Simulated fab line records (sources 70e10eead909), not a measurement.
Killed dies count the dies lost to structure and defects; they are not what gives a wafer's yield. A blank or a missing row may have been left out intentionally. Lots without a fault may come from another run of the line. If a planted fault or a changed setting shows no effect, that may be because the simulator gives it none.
Matching of chambers | flow nandHarc | 4 sister chambers for NHARC_P_M1_ETCH_28 on rieDiel-10
The step etches the open film in CF4/N2, target depth 30 nm, time 72.99 s. 14 wafers are shown with their chamber, then 7 later ones without.

== WAFERS, EACH WITH ITS CHAMBER ==
wafer  | chamber | drypumpMotorCurrentA (A) | rfVppV (V) | oesProductAu (a.u.)
L479.1 | 2       | 5.3                      | 316.2      | 1.015
L479.5 | 0       | 5.2                      | 310.5      | 1.013
L479.6 | 1       | 5.5                      | 312.3      | 1.012
L481.1 | 2       | 5.3                      | 318.1      | 1.021
L481.3 | 1       | 5.5                      | 313.9      | 1.010
L481.4 | 3       | 6.0                      | 314.4      | 1.027
L493.2 | 3       | 5.9                      | 315.7      | 1.010
L493.3 | 0       | 5.2                      | 312.5      | 0.990
L493.6 | 0       | 5.2                      | 310.5      | 0.995
L497.3 | 2       | 5.3                      | 316.5      | 1.002
L497.5 | 1       | 5.5                      | 313.5      | 0.995
L497.6 | 0       | 5.2                      | 311.7      | 1.009
L496.1 | 3       | 6.0                      | 314.1      | 1.012
L496.2 | 2       | 5.3                      | 315.7      | 1.003

SIGNATURES, as means of the wafers listed above
reading              | chamber 0 | chamber 1 | chamber 2 | chamber 3 | scatter within a chamber
drypumpMotorCurrentA | 5.200     | 5.500     | 5.300     | 5.967     | 0.0258
rfVppV               | 311.300   | 313.233   | 316.625   | 314.733   | 0.946
oesProductAu         | 1.00175   | 1.00567   | 1.01025   | 1.01633   | 0.00983
Rule: for a wafer and a chamber, the distance is found by dividing, reading by reading, the gap between the wafer's reading and the chamber's mean by the reading's scatter, squaring, summing and taking the root. The wafer belongs to the nearest chamber; if the next one is less than 2 further off, it can't be placed. The scatter is the square root of a quotient: the sum, over the shown wafers, of each reading's squared deviation from its chamber's mean, divided by wafers minus chambers.

== WAFERS WITH NO CHAMBER GIVEN ==
wafer  | drypumpMotorCurrentA (A) | rfVppV (V) | oesProductAu (a.u.)
L496.6 | 6.0                      | 313.5      | 1.014
L498.1 | 5.5                      | 312.4      | 0.997
L498.2 | 5.2                      | 313.5      | 1.005
L498.4 | 5.3                      | 316.5      | 1.006
L499.1 | 5.3                      | 317.3      | 1.012
L499.2 | 5.2                      | 311.4      | 1.006
L499.4 | 6.0                      | 314.9      | 1.016

== WHICH CHAMBER EACH WENT THROUGH ==
wafer  | from the rows above | in truth
L496.6 | 3                   | 3
L498.1 | 1                   | 1
L498.2 | 0                   | 0
L498.4 | 2                   | 2
L499.1 | 2                   | 2
L499.2 | 0                   | 0
L499.4 | 3                   | 3
Correctly placed: 7 of 7. Can't be placed from these rows: 0. 0 placed wrongly.
